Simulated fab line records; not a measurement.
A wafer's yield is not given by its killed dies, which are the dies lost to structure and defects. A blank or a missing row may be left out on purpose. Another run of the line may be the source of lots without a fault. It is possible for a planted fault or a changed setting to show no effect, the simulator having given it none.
Split-lot trial ; flow n5-finfet ; 21 wafers read from 7 lots, route of 1938 steps

## ABOUT THE SPLIT
At N5_BEOL_M3_ILD_DEP_00 (deposits SiOC from DEMS/O2, target thk 79 nm, time 15.3 s), the setting time-s was moved away from the recipe's 15.3 s on 4 of the 21 wafers read, by -14.6% to +9.0%. For the rest of the wafers, this setting stayed at what the recipe calls for.

There is no step in the file separating the split from the reading.

## THE READING
M3_ILD_THK, in nm, at N5_BEOL_M3_THK_MEAS_01. On this fab line, fault-free wafers typically give 79.2 nm with a standard deviation of 1.3 nm.

wafer;tool, chamber at the split;time-s as run, s;against the recipe;M3_ILD_THK, nm;against lot-mates on the recipe
L077.2;pecvd-01, 1;15.3;recipe;78.1;-
L077.3;pecvd-01, 2;15.3;recipe;77.5;-
L077.4;pecvd-01, 1;15.3;recipe;77.8;-
L083.1;pecvd-01, 0;13.06;-14.6%;68.3;-8.2
L083.2;pecvd-01, 2;15.3;recipe;76.5;-
L083.6;pecvd-01, 1;13.06;-14.6%;66.2;-10.3
L082.1;pecvd-01, 1;15.3;recipe;77.2;-
L082.2;pecvd-01, 2;15.3;recipe;76.9;-
L082.3;pecvd-01, 0;15.3;recipe;79.8;-
L084.4;pecvd-04, 0,1;15.3;recipe;80.9;-
L084.5;pecvd-04, 2;15.3;recipe;83.1;-
L084.6;pecvd-04, 0,1;15.3;recipe;80.8;-
L085.1;pecvd-04, 1;15.3;recipe;78.7;-
L085.3;pecvd-04, 0;15.3;recipe;79.3;-
L085.5;pecvd-04, 0;15.3;recipe;79.2;-
L087.1;pecvd-01, 1;15.3;recipe;78.3;-
L087.4;pecvd-01, 0;16.06;+5.0%;85.6;+6.7
L087.5;pecvd-01, 2;15.3;recipe;79.6;-
L096.3;pecvd-02, 0;16.68;+9.0%;84.4;+5.1
L096.4;pecvd-02, 2;15.3;recipe;79.3;-
L096.5;pecvd-02, 1;15.3;recipe;79.4;-
Rows listing several chambers each stand for several wafers; the file does not say which wafer went through which chamber.

THE FIT
A straight line over all 21 wafers: M3_ILD_THK changes by +0.796 nm for each +1% of time-s; r = +0.92; the points scatter about the line by 1.7 nm.
The same after taking each lot's own level away (the mean of its wafers on the recipe; 21 wafers): +0.658 nm for each +1%; r = +0.95; scatter 1.1 nm.
That fit puts the effect of the largest move of time-s on the reading at 9.6 nm.
Across the lots, their own levels run from 76.50 to 81.60 nm, a range of 3.9 times the standard deviation given above.
So the lot-to-lot level changes the slope: the two fits differ.
Check: -10.4 nm against its lot-mates is what the line predicts for one of the wafers moved furthest among these (-14.6%) when that wafer is left out of the fit. Against them it came out at -8.2 nm.

## OTHER SPLITS ON THESE WAFERS
These wafers also went through other splits before the reading. Each is held against what the fit with the lots' levels taken away leaves over:
other split on the same wafers;wafers away from the commonest value;r with M3_ILD_THK (lot level and that fit taken away)
N5_BEOL_M2_ILD_DEP_00 time-s;7;+0.06

## THE WHOLE CHAIN: every reading that the file lists as answering this split, in the file's order
step;what it does;reading;change (the file's fit);r (the file's)
N5_BEOL_M3_ILD_DEP_00;deposits SiOC from DEMS/O2, target thk 79 nm, time 15.3 s;SiOC_of_BEOL_M3_ILD_DEP_00.thk-nm (the simulator's own value, which no gauge read);+0.672 nm for each +1% of the setting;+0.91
N5_BEOL_M3_THK_MEAS_01;;M3_ILD_THK;+0.67 for each +1% of the setting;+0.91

## FILE'S OWN FIT
M3_ILD_THK changes by +0.67 nm for each +1% of time-s, r = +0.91.
